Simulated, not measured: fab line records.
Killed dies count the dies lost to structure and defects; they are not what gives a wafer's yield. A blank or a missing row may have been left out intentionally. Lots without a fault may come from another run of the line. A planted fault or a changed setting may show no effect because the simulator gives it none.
Which of the tools did it?	flow nandHarc	12 lots, 36 wafers sampled, at 2 steps of a route of 1302

== WHAT THE GAUGES READ, wafer by wafer ==
NHARC_A_SOURCE_PLATE_THK_MEAS_09: measures by ellipsometry.
lot	measured	on	thkNm (nm)
L075	day 7 15:44	filmMetro-02	9.4 10.2 10.6
L077	day 8 07:19	filmMetro-02	9.8 7.2 10.4
L078	day 9 07:13	filmMetro-01	10.6 7.3 11.7
L081	day 10 11:00	filmMetro-01	10.8 8.1 11.5
L083	day 10 23:48	filmMetro-02	9.5 8.5 9.8
L086	day 11 22:24	filmMetro-01	8.7 10.1 9.6
L087	day 12 22:22	filmMetro-02	10.8 9.7 9.8
L088	day 13 05:10	filmMetro-01	8.9 8.1 10.1
L091	day 14 02:02	filmMetro-01	10.0 9.3 10.1
L093	day 14 21:03	filmMetro-01	10.4 10.2 10.2
L095	day 15 19:40	filmMetro-01	9.6 8.5 9.1
L097	day 16 22:32	filmMetro-01	10.3 10.9 10.3

== EACH LOT AND THE TOOL THAT RAN IT (in order: tool; ch and the chambers of the sampled wafers; start) ==
lot	NHARC_P_BONDPAD_ETCH_37
L075	rieDiel-05 ch 0,1,2, day 7 03:11
L077	rieDiel-02 ch 1,2,3, day 7 17:57
L078	rieDiel-02 ch 1,2,3, day 8 19:16
L081	rieDiel-03 ch 0,1,2, day 9 22:30
L083	rieDiel-05 ch 2,3, day 10 10:01
L086	rieDiel-03 ch 2,3, day 11 09:20
L087	rieDiel-05 ch 0,1, day 12 07:11
L088	rieDiel-05 ch 1,2,3, day 12 18:23
L091	rieDiel-05 ch 0,2, day 13 15:23
L093	rieDiel-03 ch 0,1,3, day 14 10:20
L095	rieDiel-05 ch 0,3, day 15 08:49
L097	rieDiel-05 ch 0,1,2, day 16 08:22
- NHARC_P_BONDPAD_ETCH_37: etches the open film in N2/H2, target depth 60 nm, overetch 18 nm, time 65.91 s.

== THE ANSWER, worked out from the rows above alone ==
Rule: usual is defined by the lots themselves. The widest of any qualifying gaps counts: lots, ordered by their means at a reading, are off when they make up no more than a third of the lots, leave a main group of 4 or more, and stand apart from it by 3 or more times the standard deviation of that group's means. Not used: any main group whose means are identical at the precision the tables above print for the reading. Also off: a lot with no number at a reading for which 4 or more lots have one. The other lots that the step has rows for count as sound.
Nothing can be told from this: no lot is off at any reading shown.

== WHAT THE SIMULATOR HAD PUT IN ==
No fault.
